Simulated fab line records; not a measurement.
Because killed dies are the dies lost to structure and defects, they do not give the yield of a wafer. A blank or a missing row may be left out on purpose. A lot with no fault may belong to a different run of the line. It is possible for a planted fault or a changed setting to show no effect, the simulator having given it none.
One fault through the eyes of 2 desks + flow nand-harc + each desk holds nothing but its own numbers, with what lay behind them at the end

== TOOL OWNER'S DESK, cvd-w-01 ==
The tool's own readings at NHARC_P_CONTACT_CVD_23 (deposits W, target thk 200 nm, time 557 s): means of the sampled wafers that have a number, for each lot that ran on this tool. The brackets show how far a lot's mean lies from the usual mean; more than 4 standard deviations puts the lot out of limits, marked OUT.
Columns: A = heater-power-w at NHARC_P_CONTACT_CVD_23, usual 452 W; B = throttle-valve-pct at NHARC_P_CONTACT_CVD_23, usual 8.09 %
| lot  | first seen here | A   | B    |
|------|-----------------|-----|------|
| L760 | day 7 13:57     | 444 | 8.02 |
| L761 | day 8 03:11     | 429 | 8.11 |
| L763 | day 8 21:51     | 449 | 8.11 |
| L764 | day 8 22:29     | 428 | 8.19 |
| L767 | day 9 19:07     | 432 | 8.04 |
Finding of this desk: none of the 5 lots has anything out of limits.

== THE METROLOGY DESK ==
What the gauges read, lot by lot, whatever tool the lot ran on: means of the sampled wafers that have a number. The brackets show how far a lot's mean lies from the usual mean; more than 4 standard deviations puts the lot out of limits, marked OUT.
Columns: A = cd-nm at NHARC_P_CONTACT_CD_MEAS_19, usual 89.7 nm
| lot  | first seen here | A    |
|------|-----------------|------|
| L752 | day 5 19:16     | 92.0 |
| L753 | day 5 20:42     | 88.9 |
| L756 | day 6 13:31     | 87.0 |
| L757 | day 6 16:37     | 90.7 |
| L758 | day 7 05:51     | 89.2 |
| L760 | day 7 12:38     | 89.0 |
| L761 | day 7 23:31     | 87.9 |
| L762 | day 8 03:23     | 92.8 |
| L763 | day 8 17:53     | 89.3 |
| L764 | day 8 19:26     | 90.8 |
| L767 | day 9 11:22     | 89.2 |
| L771 | day 10 06:25    | 89.4 |
Finding of this desk: none of the 12 lots has anything out of limits.

== TAKEN TOGETHER ==
The desk of the tool owner found nothing out of limits.
Nothing out of limits was seen by the metrology desk.

== WHAT WAS PUT IN BY THE SIMULATOR ==
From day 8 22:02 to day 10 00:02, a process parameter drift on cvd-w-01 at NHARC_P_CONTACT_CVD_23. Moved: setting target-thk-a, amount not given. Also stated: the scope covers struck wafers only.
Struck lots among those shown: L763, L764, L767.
